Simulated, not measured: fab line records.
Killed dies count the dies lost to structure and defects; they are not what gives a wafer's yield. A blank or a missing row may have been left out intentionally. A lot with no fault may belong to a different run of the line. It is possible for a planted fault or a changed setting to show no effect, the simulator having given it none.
fab line records	flow n5_finfet
record lots=10	wafers=26	last_day=17
route steps=1938 shown BEOL_M0_SAQP@689 BEOL_M4@1111 PASSIVATION@1936
lots untouched by any fault: they come from a run of this same line in which no faults occurred
start_h: hours from the record's first day to the start of the lot's first wafer shown	wait_h: hours elapsed since this lot's preceding step	" identical to the entry in the row above	L1.1+2: a row that stands for several wafers	- value missing, or start not given	* or withheld: withheld	< > ~ a bound
route shown NAME@n: NAME is a module with steps in the file, n the number in the route of the first one	usual: mean/standard deviation of fault-free wafers	same: alike in all rows	chamber/n: place in a boat	sites: per-site readings	_std_site: standard deviation of those values	_edge_site: mean of outer sites minus mean of inner sites	radius_mm: how far each site lies from the wafer's centre	mask NAME#n: copy n	behind: the tool/chamber that last shaped the wafer	hold: what put the lot on hold/how long, in hours/how the hold closed	device: transistor that didn't switch, given as n, p or np	end of line: the same wafers' tests at the end of the route	for a step that has no rows: nothing shown but its recipe	killed: at the first sort, the dies lost to defects and structure; wafer yield is something else	map: per-die view of a wafer (x killed, . not killed, _ where there is no die)
set.NAME: the setting that was run; set.NAME@STEP: the one run at that earlier step	model.NAME: the simulator's own value behind a step, which no gauge read
one table for each step of the route and one row for each wafer, over a sample of lots
services: from which hour (start_h, from the record's first day; less than 0 if before it) a tool's chamber was out of use, for how many hours, and why
## steps
# step N5_BEOL_M0_SAQP_CD_MEAS_40
# recipe target_cd_nm=30	landing_energy_ev=500	detector=se_inlens
# usual cd_nm=29.97/0.29
lot.wafer	tool	chamber	start_h	wait_h	cd_nm
L471.1	cd_sem-02	0	130.28	-	29.45
L471.6	"	0	"	"	29.83
L475.1	cd_sem-03	0	170.44	-	29.52
L475.5	"	0	"	"	29.85
L475.6	"	0	"	"	29.87
L477.1	cd_sem-02	0	181.82	-	30.02
L477.2	"	0	"	"	30.67
L477.3	"	0	"	"	30.12
L479.1	cd_sem-03	0	186.16	-	30.34
L479.3	"	0	"	"	30.09
L479.5	"	0	"	"	30.80
L481.1	cd_sem-02	0	198.03	-	30.31
L481.2	"	0	"	"	29.98
L481.5	"	0	"	"	30.00
L480.3	cd_sem-02	0	202.04	-	30.01
L480.4	"	0	"	"	29.87
L480.5	"	0	"	"	29.88
L482.1	cd_sem-03	0	211.24	-	29.96
L482.6	"	0	"	"	29.66
L483.1	cd_sem-01	0	217.67	-	29.76
L483.2	"	0	"	"	29.50
L483.3	"	0	"	"	29.46
L484.1	cd_sem-03	0	224.43	-	29.92
L484.3	"	0	"	"	29.55
L486.3	cd_sem-01	0	236.54	-	30.24
L486.4	"	0	"	"	30.22
# step N5_BEOL_M0_SAQP_ETCH_73
# recipe chemistry=CF4	target=SiARC	target_depth_a=195	mask_material=CAR-EUV	time_s=32.5	ion_energy_ev=80	pressure_mtorr=40	source_w=545	bias_w=36	Ar_flow_sccm=100	cf4_flow_sccm=100	ends=cleared
# usual drypump_motor_current_A=5.6/0.39	etch_rf_on_time_s=32.8/1	oes_product_au=0.64/0.064	rf_vpp_V=183.9/1.2	showerhead_plenum_p_Torr=2.13/0.067	throttle_valve_pct=15.82/0.25
lot.wafer	tool	chamber	start_h	wait_h	drypump_motor_current_A	etch_rf_on_time_s	oes_product_au	rf_hours_counter_h	rf_vpp_V	showerhead_plenum_p_Torr	throttle_valve_pct
L471.1	rie_diel-03	0	130.45	0.0	5.4	32.7	0.64	175	184.5	2.23	15.99
L471.6	"	0	"	"	5.4	32.9	0.65	-	184.2	2.23	15.99
L475.1	rie_diel-01	2	170.62	0.0	6.1	33.4	0.63	151	187.5	2.22	15.41
L475.5	"	0	"	"	6.4	32.3	0.65	-	184.8	2.12	15.37
L475.6	"	1	"	"	5.3	33.3	0.64	-	183.1	2.04	15.70
L477.1	rie_diel-03	1	182.00	0.0	5.1	32.8	0.58	228	183.4	2.12	16.12
L477.2	"	3	"	"	5.2	33.7	0.64	148	182.6	2.06	15.79
L477.3	"	0	"	"	5.4	33.0	0.63	188	184.5	2.23	16.02
L479.1	rie_diel-03	3	186.33	0.0	5.2	34.2	0.63	150	183.3	2.06	15.79
L479.3	"	1	"	"	5.1	33.2	0.57	229	184.5	2.12	16.11
L479.5	"	1	"	"	5.1	33.3	0.56	-	182.8	2.12	16.11
L481.1	rie_diel-01	0	198.50	0.0	6.4	32.6	0.64	177	183.7	2.11	15.41
L481.2	"	3	"	"	6.1	30.3	0.63	202	183.0	2.04	16.11
L481.5	"	3	"	"	6.1	30.6	0.63	-	181.3	2.04	16.10
L480.3	rie_diel-03	3	202.21	0.0	5.2	34.1	0.63	154	183.6	2.06	15.80
L480.4	"	1	"	"	5.1	33.0	0.57	234	184.2	2.12	16.13
L480.5	"	1	"	"	5.1	32.7	0.57	-	183.2	2.12	16.12
L482.1	rie_diel-03	2	211.41	0.0	5.9	30.7	0.85	5	184.4	2.10	15.68
L482.6	"	3	"	"	5.2	33.9	0.63	-	183.1	2.06	15.82
L483.1	rie_diel-03	0	218.37	0.0	5.4	33.7	0.61	200	184.8	2.22	16.04
L483.2	"	3	"	"	5.2	34.2	0.63	160	182.8	2.06	15.82
L483.3	"	1	"	"	5.1	33.4	0.57	239	183.5	2.12	16.15
L484.1	rie_diel-03	3	225.57	0.0	5.2	34.1	0.62	162	183.1	2.06	15.83
L484.3	"	0	"	"	5.4	33.1	0.61	203	184.4	2.22	16.04
L486.3	rie_diel-01	0	236.71	0.0	6.4	31.9	0.63	191	184.9	2.11	15.44
L486.4	"	2	"	"	6.1	32.6	0.62	175	184.0	2.21	15.45
# step N5_BEOL_M0_SAQP_ALD_48
# recipe material=SiO2	target_thk_a=200	temp_c=100	ald_precursor_family=BDEAS	ald_co_reactant=O2-plasma	pulse_time_s=1	co_reactant_pulse_time_s=1	purge_time_s=2	co_reactant_purge_time_s=2	ald_cycles=139	pressure_torr=2
# usual ald_cycles=139/0	heater_power_outer_w=40/5	heater_power_w=79/7.4	precursor_pulse_height_rel=0.996/0.022
lot.wafer	tool	chamber	start_h	wait_h	ald_cycles	heater_power_outer_w	heater_power_w	precursor_pulse_height_rel
L471.1	ald_sin-03	2	130.69	0.0	139	35	65	1.020
L471.6	"	0	"	"	139	44	85	0.987
L475.1	ald_sin-04	3	170.85	0.0	139	40	80	0.974
L475.5	"	3	"	"	139	40	79	1.010
L475.6	"	2	"	"	139	30	64	0.990
L477.1	ald_sin-04	0	182.24	0.0	139	44	88	1.024
L477.2	"	3	"	"	139	40	81	1.000
L477.3	"	2	"	"	139	30	63	0.991
L479.1	ald_sin-02	0	186.66	0.1	139	45	83	1.008
L479.3	"	1	"	"	139	35	71	0.971
L479.5	"	1	"	"	139	36	72	0.984
L481.1	ald_sin-04	2	198.73	0.0	139	29	66	1.022
L481.2	"	0	"	"	139	44	84	0.966
L481.5	"	1	"	"	139	42	76	1.030
L480.3	ald_sin-04	1	202.44	0.0	139	40	78	1.013
L480.4	"	3	"	"	139	40	81	1.009
L480.5	"	0	"	"	139	42	86	0.975
L482.1	ald_sin-04	2	211.65	0.0	89	30	66	0.996
L482.6	"	2	"	"	139	29	62	0.987
L483.1	ald_sin-02	2	218.78	0.2	139	38	83	0.998
L483.2	"	0	"	"	139	44	84	0.970
L483.3	"	3	"	"	139	45	84	0.998
L484.1	ald_sin-04	0	225.80	0.0	89	43	84	1.006
L484.3	"	2	"	"	89	30	65	1.014
L486.3	ald_sin-04	1	236.94	0.0	89	40	79	1.001
L486.4	"	3	"	"	139	39	82	1.017
# step N5_BEOL_M0_SAQP_ETCH_49
# recipe chemistry=CF4/O2	target_depth_a=370	target=SiO2	pressure_mtorr=40	source_w=535	bias_w=49	Ar_flow_sccm=100	cf4_flow_sccm=100	O2_flow_sccm=10	ion_energy_ev=100
# usual O2_flow_sccm=10.00/0.031	drypump_motor_current_A=5.7/0.41	oes_product_au=0.75/0.07	rf_vpp_V=240/5.7	showerhead_plenum_p_Torr=2.19/0.069	throttle_valve_pct=16.00/0.26
lot.wafer	tool	chamber	start_h	wait_h	O2_flow_sccm	drypump_motor_current_A	oes_product_au	rf_hours_counter_h	rf_vpp_V	showerhead_plenum_p_Torr	throttle_valve_pct
L471.1	rie_diel-02	1	131.23	0.3	9.99	5.6	0.78	140	236	2.11	16.03
L471.6	"	2	"	"	9.97	6.0	0.76	-	240	2.21	15.90
L475.1	rie_diel-01	0	171.41	0.3	9.93	6.4	0.74	169	249	2.18	15.63
L475.5	"	0	"	"	10.01	6.4	0.74	-	247	2.18	15.62
L475.6	"	3	"	"	10.04	6.0	0.72	-	233	2.10	16.32
L477.1	rie_diel-03	0	182.77	0.3	10.04	5.4	0.74	188	245	2.29	16.26
L477.2	"	3	"	"	9.98	5.2	0.76	148	232	2.13	16.03
L477.3	"	1	"	"	10.01	5.1	0.68	228	237	2.18	16.37
L479.1	rie_diel-01	2	187.19	0.3	9.99	6.1	0.74	156	242	2.28	15.66
L479.3	"	1	"	"	9.91	5.3	0.74	157	252	2.10	15.97
L479.5	"	2	"	"	9.99	6.1	0.73	-	242	2.28	15.66
L481.1	rie_diel-01	2	199.25	0.3	9.97	6.1	0.73	159	243	2.28	15.67
L481.2	"	0	"	"	9.98	6.4	0.72	177	246	2.18	15.66
L481.5	"	0	"	"	10.02	6.4	0.73	-	247	2.18	15.65
L480.3	rie_diel-03	3	202.97	0.3	10.02	5.2	0.75	154	231	2.12	16.03
L480.4	"	0	"	"	9.98	5.4	0.73	195	244	2.29	16.25
L480.5	"	2	"	"	9.96	5.9	1.01	-	235	2.16	15.93
L482.1	rie_diel-03	0	212.17	0.3	9.94	5.4	0.73	198	245	2.29	16.28
L482.6	"	2	"	"	10.07	5.9	1.00	-	236	2.16	15.93
L483.1	rie_diel-01	0	219.31	0.3	9.99	6.4	0.73	185	248	2.18	15.66
L483.2	"	1	"	"	10.01	5.3	0.75	164	252	2.10	15.96
L483.3	"	3	"	"	10.01	6.0	0.71	210	232	2.10	16.35
L484.1	rie_diel-03	3	226.33	0.3	9.97	5.2	0.74	163	230	2.12	16.07
L484.3	"	2	"	"	9.97	5.8	0.97	11	236	2.16	15.93
L486.3	rie_diel-01	0	237.90	0.7	9.95	6.4	0.73	191	247	2.17	15.66
L486.4	"	1	"	"	9.98	5.3	0.73	172	251	2.10	15.99
# step N5_BEOL_M4_RC_MEAS_101
# usual DIBL_N=35.3/2.5	DIBL_P=35/3.3	IOFF_N=0.15/0.049	IOFF_P=0.20/0.056	ION_N=673/16	ION_P=462/10	SS_N=71.2/0.85	SS_P=73.0/0.97	VT_N=252/4.9	VT_P=-251/5
lot.wafer	tool	chamber	start_h	wait_h	DIBL_N[mV/V]	DIBL_P[mV/V]	IOFF_N[nA/um]	IOFF_P[nA/um]	ION_N[uA/um]	ION_P[uA/um]	SS_N[mV/dec]	SS_P[mV/dec]	VT_N[mV]	VT_P[mV]
L471.1	prober-02	0	201.60	0.0	35.9	37	0.16	0.24	684	478	72.1	73.5	250	-249
L471.6	"	0	"	"	34.6	35	0.13	0.20	676	471	71.6	73.7	252	-249
L475.1	prober-02	0	224.50	0.0	37.4	38	0.20	0.24	700	471	71.4	73.1	245	-251
L475.5	"	0	"	"	37.0	37	0.17	0.22	692	468	72.1	74.1	248	-250
L475.6	"	0	"	"	36.5	35	0.15	0.18	665	453	71.7	73.1	250	-254
L477.1	prober-01	0	242.09	0.0	37.1	37	0.17	0.22	673	456	71.7	72.7	245	-248
L477.2	"	0	"	"	39.3	39	0.20	0.26	671	452	72.3	74.0	247	-244
L477.3	"	0	"	"	36.3	36	0.16	0.23	684	466	71.8	73.4	245	-248
L481.1	prober-01	0	245.10	0.0	30.9	30	0.10	0.16	663	456	70.4	71.9	257	-247
L481.2	"	0	"	"	30.3	31	0.09	0.19	652	472	69.6	71.8	254	-246
L481.5	"	0	"	"	31.9	32	0.10	0.19	657	464	70.5	71.8	255	-245
L479.1	prober-02	0	245.24	0.0	32.9	32	0.09	0.14	649	452	71.6	72.4	257	-256
L479.3	"	0	"	"	35.1	34	0.12	0.16	669	460	71.0	73.0	257	-256
L479.5	"	0	"	"	36.9	37	0.15	0.19	671	461	71.4	73.3	255	-251
L480.3	prober-02	0	267.83	0.3	35.6	37	0.17	0.22	685	473	72.0	73.4	249	-248
L480.4	"	0	"	"	36.5	38	0.19	0.23	698	475	71.4	73.2	247	-250
L480.5	"	0	"	"	37.9	39	0.21	0.25	689	469	71.4	73.7	245	-244
L482.1	prober-01	0	267.93	0.0	35.7	35	0.14	0.22	679	467	71.4	73.6	252	-247
L482.6	"	0	"	"	35.6	35	0.16	0.23	697	488	71.5	73.8	247	-243
L483.1	prober-02	0	273.40	0.0	37.0	39	0.18	0.28	683	471	71.1	73.8	246	-245
L483.2	"	0	"	"	36.2	36	0.16	0.22	672	460	71.4	73.6	246	-247
L483.3	"	0	"	"	36.2	36	0.15	0.21	682	465	70.8	73.3	246	-248
L484.1	prober-01	0	287.75	0.4	32.1	33	0.11	0.16	663	462	70.3	71.7	254	-254
L484.3	"	0	"	"	35.1	36	0.14	0.20	672	464	71.3	72.8	252	-252
L486.3	prober-01	0	297.24	0.3	32.7	32	0.11	0.16	684	473	70.2	73.0	255	-254
L486.4	"	0	"	"	33.0	33	0.11	0.18	658	462	70.7	73.1	253	-250
# step N5_PASSIVATION_PROBE_49
# usual defect_limited_yield=91.3/1.4	killed_at_M0_to_M3=33/9.9	killed_at_M4_up=15/5.6	killed_at_contacts=13/5.7	killed_at_front_end=38/12	killed_at_other=4/3.1	killed_dies=103/17	killed_open=66/13	killed_short=32/7.8	sort_bin_5_function=5.1/0.95	sort_bin_6_memory=3.2/0.68	sort_n_pass=1077/17	sort_yield_pct=91.3/1.5
# same gross_dies=1180	killed_at_back_side=0	sort_bin_4_leakage[%]=0	sort_bin_8_speed[%]=0
lot.wafer	tool	chamber	start_h	wait_h	defect_limited_yield[%]	killed_at_M0_to_M3	killed_at_M4_up	killed_at_contacts	killed_at_front_end	killed_at_other	killed_dies	killed_open	killed_short	sort_bin_5_function[%]	sort_bin_6_memory[%]	sort_n_pass	sort_yield_pct[%]
L471.1	prober-01	-	305.33	0.0	88.1	41	14	20	56	9	140	93	45	6.9	4.2	1040	88.1
L471.6	prober-01	-	305.58	0.3	89.5	22	8	17	75	2	124	96	27	7.2	3.1	1056	89.5
L475.1	prober-01	-	335.18	0.0	93.1	26	15	11	27	2	81	51	25	3.9	2.5	1099	93.1
L475.5	prober-01	-	335.38	0.2	91.1	38	17	13	20	17	105	70	33	5.4	3.5	1075	91.1
L475.6	prober-01	-	335.43	0.3	92.7	27	13	8	31	7	86	49	28	3.8	2.6	1094	92.7
L481.1	prober-01	-	350.34	0.0	89.2	49	18	14	41	6	128	86	40	6.1	4.4	1052	89.2
L481.2	prober-01	-	350.39	0.1	92.0	43	5	17	29	0	94	63	23	4.1	3.1	1086	92.0
L481.5	prober-01	-	350.54	0.2	92.5	40	10	11	23	4	88	58	28	4.7	2.5	1092	92.5
L477.1	prober-02	-	354.93	0.0	90.3	38	10	16	47	4	115	86	29	6.0	3.6	1065	90.3
L477.2	prober-02	-	354.98	0.1	92.3	28	10	20	30	3	91	61	23	4.6	2.8	1089	92.3
L477.3	prober-02	-	355.03	0.1	91.6	29	10	9	51	0	99	71	27	5.3	2.8	1081	91.6
L479.1	prober-01	-	356.39	0.0	89.0	41	15	19	50	5	130	71	48	7.2	3.4	1050	89.0
L479.3	prober-01	-	356.49	0.1	90.9	37	8	18	38	6	107	61	46	5.1	3.3	1073	90.9
L479.5	prober-01	-	356.59	0.2	93.1	29	7	16	23	7	82	59	18	3.7	3.1	1098	93.1
L482.1	prober-01	-	371.55	0.0	92.2	33	16	13	28	2	92	63	26	5.0	2.5	1088	92.2
L482.6	prober-01	-	371.80	0.3	91.2	36	10	3	53	2	104	71	32	5.1	3.6	1076	91.2
L480.3	prober-02	-	371.69	0.1	90.8	25	6	22	55	1	109	80	27	5.3	3.6	1071	90.8
L480.4	prober-02	-	371.74	0.2	89.9	42	12	11	53	1	119	77	41	6.4	3.4	1061	89.9
L480.5	prober-02	-	371.79	0.2	90.9	24	12	21	48	2	107	73	32	5.3	3.1	1073	90.9
L483.1	prober-01	-	379.81	0.0	89.0	48	25	5	48	4	130	88	33	5.0	5.1	1050	89.0
L483.2	prober-01	-	379.86	0.1	90.9	33	17	5	50	2	107	70	35	5.7	3.2	1073	90.9
L483.3	prober-01	-	379.91	0.1	91.3	28	18	9	47	1	103	68	29	4.8	3.6	1077	91.3
L484.1	prober-01	-	389.04	0.0	89.2	41	30	13	37	7	128	89	31	6.5	3.6	1052	89.2
L484.3	prober-01	-	389.14	0.1	90.8	36	10	13	29	21	109	60	37	6.2	2.7	1071	90.8
L486.3	prober-01	-	408.24	0.1	90.8	27	15	10	55	2	109	71	30	4.8	3.9	1071	90.8
L486.4	prober-01	-	408.29	0.2	88.1	40	22	7	67	5	141	93	42	7.0	4.3	1039	88.1
# killed by level:class
L471.1 MOL_CONTACT_COAG:geometric_particle:open=18 FIN_SAQP:geometric_particle:open=14 BEOL_M3:geometric_particle:open=13 STI_FIN_REVEAL:geometric_particle:open=11 FIN_SAQP:geometric_particle:short=10 BEOL_M1:geometric_particle:open=9 BEOL_M2:geometric_particle:open=6 BEOL_M0_SAQP:geometric_particle:short=6
L471.6 STI_FIN_REVEAL:geometric_particle:open=32 MOL_CONTACT_COAG:geometric_particle:open=15 FIN_SAQP:geometric_particle:open=11 BEOL_M0_SAQP:geometric_particle:open=10 BEOL_M3:geometric_particle:open=7 DUMMY_GATE:geometric_particle:short=5 GATE_CUT:geometric_particle:short=5 FIN_SAQP:geometric_particle:short=4
L475.1 BEOL_M0_SAQP:geometric_particle:open=7 STI_FIN_REVEAL:geometric_particle:open=7 MOL_CONTACT_COAG:geometric_particle:open=7 FIN_SAQP:geometric_particle:open=6 BEOL_M3:geometric_particle:open=6 GATE_CUT:geometric_particle:short=5 BEOL_M2:geometric_particle:open=4 BEOL_M6:geometric_particle:open=4
L475.5 BEOL_M3:geometric_particle:open=14 MOL_CONTACT_COAG:geometric_particle:open=11 BEOL_M4:geometric_particle:open=7 BEOL_M0_SAQP:geometric_particle:open=7 MIM_TOP_ETCH:geometric_particle:short=7 BEOL_M2:geometric_particle:open=7 BEOL_M0_SAQP:geometric_particle:short=6 STI_FIN_REVEAL:geometric_particle:open=5
L475.6 BEOL_M3:geometric_particle:open=7 HKMG_FIN:area_etch=7 MOL_CONTACT_COAG:geometric_particle:open=6 FIN_SAQP:geometric_particle:short=5 STI_FIN_REVEAL:geometric_particle:open=5 BEOL_M1:geometric_particle:open=5 BEOL_M4:geometric_particle:open=5 ILD0:geometric_particle:short=3
L481.1 MOL_CONTACT_COAG:geometric_particle:open=14 BEOL_M0_SAQP:geometric_particle:open=13 BEOL_M0_SAQP:geometric_particle:short=11 FIN_SAQP:geometric_particle:open=9 BEOL_M4:geometric_particle:open=9 FIN_SAQP:geometric_particle:short=8 STI_FIN_REVEAL:geometric_particle:open=7 BEOL_M2:geometric_particle:open=7
L481.2 MOL_CONTACT_COAG:geometric_particle:open=14 BEOL_M0_SAQP:geometric_particle:open=14 BEOL_M0_SAQP:geometric_particle:short=8 BEOL_M3:geometric_particle:open=8 HKMG_FIN:area_etch=8 DUMMY_GATE:geometric_particle:open=5 STI_FIN_REVEAL:geometric_particle:open=4 STARTING-WAFER:geometric_particle:open=4
L481.5 BEOL_M3:geometric_particle:open=13 BEOL_M0_SAQP:geometric_particle:short=9 BEOL_M2:geometric_particle:open=9 MOL_CONTACT_COAG:geometric_particle:open=8 FIN_SAQP:geometric_particle:open=5 STARTING-WAFER:geometric_particle:open=5 BEOL_M4:geometric_particle:short=4 STI_FIN_REVEAL:geometric_particle:open=3
L477.1 STI_FIN_REVEAL:geometric_particle:open=27 MOL_CONTACT_COAG:geometric_particle:open=14 BEOL_M0_SAQP:geometric_particle:short=14 BEOL_M0_SAQP:geometric_particle:open=13 FIN_SAQP:geometric_particle:open=5 STI_FIN_REVEAL:geometric_particle:short=5 BEOL_M1:geometric_particle:open=4 BEOL_M2:geometric_particle:open=4
L477.2 MOL_CONTACT_COAG:geometric_particle:open=15 BEOL_M2:geometric_particle:open=8 FIN_SAQP:geometric_particle:open=7 BEOL_M3:geometric_particle:open=7 STI_FIN_REVEAL:geometric_particle:open=5 MOL_CONTACT_COAG:geometric_particle:short=5 BEOL_M0_SAQP:geometric_particle:open=5 BEOL_M0_SAQP:geometric_particle:short=4
L477.3 STI_FIN_REVEAL:geometric_particle:open=19 FIN_SAQP:geometric_particle:open=8 MOL_CONTACT_COAG:geometric_particle:open=7 BEOL_M0_SAQP:geometric_particle:open=7 BEOL_M1:geometric_particle:open=6 BEOL_M2:geometric_particle:open=6 FIN_SAQP:geometric_particle:short=5 DUMMY_GATE:geometric_particle:open=5
L479.1 FIN_SAQP:geometric_particle:short=16 MOL_CONTACT_COAG:geometric_particle:open=15 BEOL_M0_SAQP:geometric_particle:short=10 FIN_SAQP:geometric_particle:open=9 BEOL_M2:geometric_particle:open=8 BEOL_M4:geometric_particle:open=7 BEOL_M0_SAQP:geometric_particle:open=5 BEOL_M0:geometric_particle:open=5
L479.3 MOL_CONTACT_COAG:geometric_particle:open=11 GATE_CUT:geometric_particle:short=9 FIN_SAQP:geometric_particle:open=8 BEOL_M0_SAQP:geometric_particle:short=8 FIN_SAQP:geometric_particle:short=7 MOL_CONTACT_COAG:geometric_particle:short=7 BEOL_M1:geometric_particle:open=7 BEOL_M0_SAQP:geometric_particle:open=6
L479.5 MOL_CONTACT_COAG:geometric_particle:open=14 BEOL_M0:geometric_particle:open=7 BEOL_M1:geometric_particle:open=7 BEOL_M2:geometric_particle:open=5 FIN_SAQP:geometric_particle:open=4 DUMMY_GATE:geometric_particle:open=4 GATE_CUT:geometric_particle:short=4 PASS1_CAP:geometric_particle:open=3
L482.1 MOL_CONTACT_COAG:geometric_particle:open=11 BEOL_M4:geometric_particle:open=10 STI_FIN_REVEAL:geometric_particle:open=8 BEOL_M1:geometric_particle:open=8 FIN_SAQP:geometric_particle:open=6 BEOL_M0_SAQP:geometric_particle:short=5 BEOL_M2:geometric_particle:open=5 BEOL_M3:geometric_particle:short=4
L480.3 STI_FIN_REVEAL:geometric_particle:open=17 FIN_SAQP:geometric_particle:open=16 MOL_CONTACT_COAG:geometric_particle:open=16 BEOL_M0_SAQP:geometric_particle:short=7 BEOL_M2:geometric_particle:open=6 MOL_CONTACT_COAG:geometric_particle:short=5 BEOL_M0_SAQP:geometric_particle:open=4 STARTING-WAFER:geometric_particle:open=4
L480.4 BEOL_M1:geometric_particle:open=14 BEOL_M0_SAQP:geometric_particle:short=13 MOL_CONTACT_COAG:geometric_particle:open=10 FIN_SAQP:geometric_particle:open=7 STI_FIN_REVEAL:geometric_particle:open=7 ILD0:geometric_particle:open=7 GATE_CUT:geometric_particle:short=7 BEOL_M4:geometric_particle:open=6
L480.5 STI_FIN_REVEAL:geometric_particle:open=15 MOL_CONTACT_COAG:geometric_particle:open=15 FIN_SAQP:geometric_particle:open=10 BEOL_M0_SAQP:geometric_particle:open=8 FIN_SAQP:geometric_particle:short=7 BEOL_M0_SAQP:geometric_particle:short=7 STARTING-WAFER:geometric_particle:short=6 MOL_CONTACT_COAG:geometric_particle:short=5
L482.6 STI_FIN_REVEAL:geometric_particle:open=18 FIN_SAQP:geometric_particle:open=10 BEOL_M1:geometric_particle:open=10 BEOL_M3:geometric_particle:open=7 GATE_CUT:geometric_particle:open=5 BEOL_M0_SAQP:geometric_particle:open=5 BEOL_M0_SAQP:geometric_particle:short=5 FIN_SAQP:geometric_particle:short=3
L483.1 BEOL_M2:geometric_particle:open=15 BEOL_M4:geometric_particle:open=11 STI_FIN_REVEAL:geometric_particle:open=10 BEOL_M0:geometric_particle:open=10 BEOL_M0_SAQP:geometric_particle:open=8 HKMG_FIN:area_etch=8 FIN_SAQP:geometric_particle:short=7 BEOL_M5:geometric_particle:open=6
L483.2 STI_FIN_REVEAL:geometric_particle:open=21 BEOL_M4:geometric_particle:open=10 DUMMY_GATE:geometric_particle:open=9 BEOL_M1:geometric_particle:short=6 BEOL_M1:geometric_particle:open=6 BEOL_M2:geometric_particle:open=6 STARTING-WAFER:geometric_particle:short=6 BEOL_M0_SAQP:geometric_particle:short=4
L483.3 BEOL_M2:geometric_particle:open=17 STI_FIN_REVEAL:geometric_particle:open=9 GATE_CUT:geometric_particle:open=7 MOL_CONTACT_COAG:geometric_particle:open=7 BEOL_M4:geometric_particle:open=7 GATE_CUT:geometric_particle:short=5 FIN_SAQP:geometric_particle:short=4 DUMMY_GATE:geometric_particle:short=4
L484.1 BEOL_M4:geometric_particle:open=20 MOL_CONTACT_COAG:geometric_particle:open=12 STI_FIN_REVEAL:geometric_particle:open=11 BEOL_M0_SAQP:geometric_particle:short=9 BEOL_M0_SAQP:geometric_particle:open=8 BEOL_M3:geometric_particle:open=8 HKMG_FIN:area_etch=5 FIN_SAQP:geometric_particle:open=4
L484.3 BEOL_M0_SAQP:geometric_particle:short=11 PASSIVATION:area_etch=10 MOL_CONTACT_COAG:geometric_particle:open=9 BEOL_M0_SAQP:geometric_particle:open=9 STI_FIN_REVEAL:geometric_particle:open=6 BEOL_M4:geometric_particle:open=6 PASS1_CAP:geometric_particle:short=5 BEOL_M1:geometric_particle:open=4
L486.3 FIN_SAQP:geometric_particle:open=12 BEOL_M1:geometric_particle:open=10 STI_FIN_REVEAL:geometric_particle:open=9 BEOL_M4:geometric_particle:open=8 FIN_SAQP:geometric_particle:short=7 MOL_CONTACT_COAG:geometric_particle:open=7 DUMMY_GATE:geometric_particle:open=6 BEOL_M0_SAQP:geometric_particle:short=6
L486.4 FIN_SAQP:geometric_particle:open=26 BEOL_M0_SAQP:geometric_particle:short=11 BEOL_M5:geometric_particle:open=10 BEOL_M1:geometric_particle:open=8 BEOL_M3:geometric_particle:open=7 BEOL_M4:geometric_particle:open=7 FIN_SAQP:geometric_particle:short=6 STI_FIN_REVEAL:geometric_particle:open=6
## services
tool	chamber	start_h	hours	kind
rie_diel-01	-	109.57	5.3	repair
rie_diel-01	1	126.45	15.1	repair
ald_sin-03	3	142.01	13.5	repair
rie_diel-03	3	146.00	3.7	repair
rie_diel-02	0	156.91	-	clean
rie_diel-02	0	156.91	-	consumable_replace:focus_ring
rie_diel-02	0	156.91	15.5	scheduled_down
rie_diel-02	0	156.91	15.5	vent_cycle
rie_diel-03	2	173.35	-	clean
rie_diel-03	2	173.35	-	consumable_replace:focus_ring
rie_diel-03	2	173.35	19.9	scheduled_down
rie_diel-03	2	173.35	19.9	vent_cycle
ald_sin-04	-	188.60	1.9	repair
rie_diel-01	1	197.73	6.1	repair
ald_sin-04	2	200.11	3.1	repair
ald_sin-03	3	206.32	3.6	repair
ald_sin-03	-	207.72	6.0	pm
rie_diel-01	1	210.44	1.8	repair
ald_sin-02	1	211.30	8.4	repair
rie_diel-02	-	212.13	28.1	pm
ald_sin-02	2	231.02	9.1	repair
## key
first_sign step=N5_BEOL_M0_SAQP_ALD_48	reading=ald_cycles	direction=down	sigmas=99+	usual=*	struck=*
effect none on later readings
met_at N5_BEOL_M0_SAQP_ALD_48
struck_lots L482,L484,L486
struck_wafers L482.1,L484.1,L484.3,L486.3
baseline_loss step=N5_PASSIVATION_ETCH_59	wafers=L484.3
not_acting_at N5_BEOL_M0_SAQP_CD_MEAS_40,N5_BEOL_M0_SAQP_ETCH_73,N5_BEOL_M0_SAQP_ETCH_49
onset_between 202.44 211.65
fault kind=process_parameter_drift	tool=ald_sin-04	chamber=-	onset_h=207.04	steps=N5_BEOL_M0_SAQP_ALD_48	channel=ald_cycles	offset=*	shape=step	end_h=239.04	scope=struck_wafers_only	acts_in=*	stated=*
# baseline_loss: these wafers lose ten dies or more at that step, a loss of the line's own and not of a fault; the sort's usual values leave them out
